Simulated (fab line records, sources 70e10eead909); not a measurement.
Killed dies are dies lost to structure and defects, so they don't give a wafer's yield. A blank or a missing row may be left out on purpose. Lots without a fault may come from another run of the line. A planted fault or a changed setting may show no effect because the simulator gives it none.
Chamber matching | flow nand_harc | NHARC_P_STI_DESCUM_14 on rie_diel-09: 4 sister chambers
The step chemistry O2, time 3 s. 16 wafers are shown with their chamber, then 8 later ones without.

WAFERS WITH THEIR CHAMBER
wafer  | chamber | drypump_motor_current_A (A) | oes_product_au (a.u.) | throttle_valve_pct (%)
L911.3 | 1       | 5.1                         | 1.010                 | 11.316
L911.4 | 3       | 5.6                         | 0.997                 | 11.320
L911.5 | 1       | 5.1                         | 1.005                 | 11.323
L913.1 | 3       | 5.7                         | 1.006                 | 11.305
L913.3 | 0       | 5.4                         | 0.996                 | 11.306
L913.5 | 2       | 5.3                         | 0.996                 | 11.310
L915.1 | 3       | 5.7                         | 1.000                 | 11.304
L915.2 | 2       | 5.2                         | 1.005                 | 11.295
L915.5 | 3       | 5.7                         | 1.002                 | 11.313
L923.1 | 3       | 5.7                         | 0.994                 | 11.304
L923.2 | 2       | 5.2                         | 1.006                 | 11.323
L923.6 | 2       | 5.2                         | 0.999                 | 11.316
L924.1 | 0       | 5.4                         | 1.008                 | 11.305
L924.2 | 2       | 5.3                         | 0.998                 | 11.302
L924.5 | 2       | 5.3                         | 1.001                 | 11.324
L926.1 | 1       | 5.1                         | 1.012                 | 11.312

SIGNATURES (means of the wafers above)
reading                 | chamber 0 | chamber 1 | chamber 2 | chamber 3 | scatter within a chamber
drypump_motor_current_A | 5.400     | 5.100     | 5.250     | 5.680     | 0.0438
oes_product_au          | 1.00200   | 1.00900   | 1.00083   | 0.99980   | 0.00467
throttle_valve_pct      | 11.30550  | 11.31700  | 11.31167  | 11.30920  | 0.00884
Rule: a wafer's distance from a chamber is the root of the sum, over the readings, of the square of ((its reading less the chamber's mean) divided by the reading's scatter). The wafer belongs to the nearest chamber; if the next one is less than 2 further off, it can't be placed. The scatter: the root of (the sum of the squares of (reading less its chamber's mean) over the shown wafers, divided by (wafers less chambers)).

WAFERS WITHOUT THEIR CHAMBER
wafer  | drypump_motor_current_A (A) | oes_product_au (a.u.) | throttle_valve_pct (%)
L926.4 | 5.3                         | 0.991                 | 11.306
L926.5 | 5.7                         | 1.007                 | 11.294
L931.1 | 5.1                         | 0.997                 | 11.319
L931.2 | 5.2                         | 0.995                 | 11.306
L931.6 | 5.4                         | 1.008                 | 11.310
L933.1 | 5.5                         | 1.013                 | 11.302
L933.3 | 5.7                         | 0.991                 | 11.320
L933.4 | 5.2                         | 0.992                 | 11.313

WHICH CHAMBER EACH WENT THROUGH
wafer  | from the rows above     | in truth
L926.4 | can't be placed: 2 or 0 | 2
L926.5 | 3                       | 3
L931.1 | can't be placed: 1 or 2 | 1
L931.2 | 2                       | 2
L931.6 | 0                       | 0
L933.1 | can't be placed: 0 or 3 | 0
L933.3 | 3                       | 3
L933.4 | 2                       | 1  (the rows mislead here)
Placed correctly: 4 of 8. Can't be placed from these rows: 3 (the true chamber is among the candidates in 3). Placed wrongly: 1.
